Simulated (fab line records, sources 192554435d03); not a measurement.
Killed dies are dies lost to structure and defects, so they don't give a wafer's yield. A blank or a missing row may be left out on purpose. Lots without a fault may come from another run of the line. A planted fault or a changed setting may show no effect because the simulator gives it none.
Chamber matching | flow n5_finfet | N5_GATE_CUT_DESCUM_18 on rie_diel-02: 4 sister chambers
The step chemistry O2, time 7 s. 20 wafers are shown with their chamber, then 10 later ones without.

WAFERS WITH THEIR CHAMBER
wafer  | chamber | throttle_valve_pct (%) | showerhead_plenum_p_Torr (Torr) | oes_product_au (a.u.)
L074.3 | 3       | 20.06                  | 1.99                            | 0.76
L074.4 | 0       | 20.09                  | 2.16                            | 0.94
L074.6 | 0       | 20.07                  | 2.16                            | 0.95
L075.1 | 3       | 20.07                  | 1.99                            | 0.76
L075.2 | 1       | 20.92                  | 2.03                            | 0.78
L075.4 | 2       | 20.63                  | 1.96                            | 0.68
L079.3 | 0       | 20.08                  | 2.15                            | 0.92
L079.4 | 1       | 20.91                  | 2.02                            | 0.76
L079.6 | 3       | 20.07                  | 1.99                            | 0.76
L082.3 | 2       | 20.66                  | 1.96                            | 0.67
L082.4 | 1       | 20.92                  | 2.02                            | 0.76
L082.6 | 1       | 20.91                  | 2.02                            | 0.75
L083.4 | 2       | 20.66                  | 1.96                            | 0.67
L083.5 | 1       | 20.92                  | 2.02                            | 0.76
L083.6 | 0       | 20.11                  | 2.15                            | 0.91
L086.2 | 1       | 20.92                  | 2.02                            | 0.75
L086.5 | 0       | 20.11                  | 2.15                            | 0.89
L086.6 | 3       | 20.09                  | 1.98                            | 0.74
L088.1 | 1       | 20.92                  | 2.02                            | 0.74
L088.2 | 2       | 20.68                  | 1.95                            | 0.65

SIGNATURES (means of the wafers above)
reading                  | chamber 0 | chamber 1 | chamber 2 | chamber 3 | scatter within a chamber
throttle_valve_pct       | 20.0920   | 20.9171   | 20.6575   | 20.0725   | 0.0141
showerhead_plenum_p_Torr | 2.1540    | 2.0214    | 1.9575    | 1.9875    | 0.00472
oes_product_au           | 0.9220    | 0.7571    | 0.6675    | 0.7550    | 0.0158
Rule: a wafer's distance from a chamber is the root of the sum, over the readings, of the square of ((its reading less the chamber's mean) divided by the reading's scatter). The wafer belongs to the nearest chamber; if the next one is less than 2 further off, it can't be placed. The scatter: the root of (the sum of the squares of (reading less its chamber's mean) over the shown wafers, divided by (wafers less chambers)).

WAFERS WITHOUT THEIR CHAMBER
wafer  | throttle_valve_pct (%) | showerhead_plenum_p_Torr (Torr) | oes_product_au (a.u.)
L088.3 | 20.12                  | 2.15                            | 0.89
L092.1 | 20.09                  | 1.98                            | 0.75
L092.3 | 20.13                  | 2.14                            | 0.88
L092.4 | 20.93                  | 2.02                            | 0.75
L094.2 | 20.69                  | 1.95                            | 0.65
L094.3 | 20.13                  | 1.98                            | 0.74
L094.5 | 20.12                  | 1.98                            | 0.75
L095.1 | 20.09                  | 1.98                            | 0.75
L095.2 | 20.94                  | 2.01                            | 0.74
L095.4 | 20.11                  | 1.98                            | 0.74

WHICH CHAMBER EACH WENT THROUGH
wafer  | from the rows above | in truth
L088.3 | 0                   | 0
L092.1 | 3                   | 3
L092.3 | 0                   | 0
L092.4 | 1                   | 1
L094.2 | 2                   | 2
L094.3 | 3                   | 3
L094.5 | 3                   | 3
L095.1 | 3                   | 3
L095.2 | 1                   | 1
L095.4 | 3                   | 3
Placed correctly: 10 of 10. Can't be placed from these rows: 0. Placed wrongly: 0.
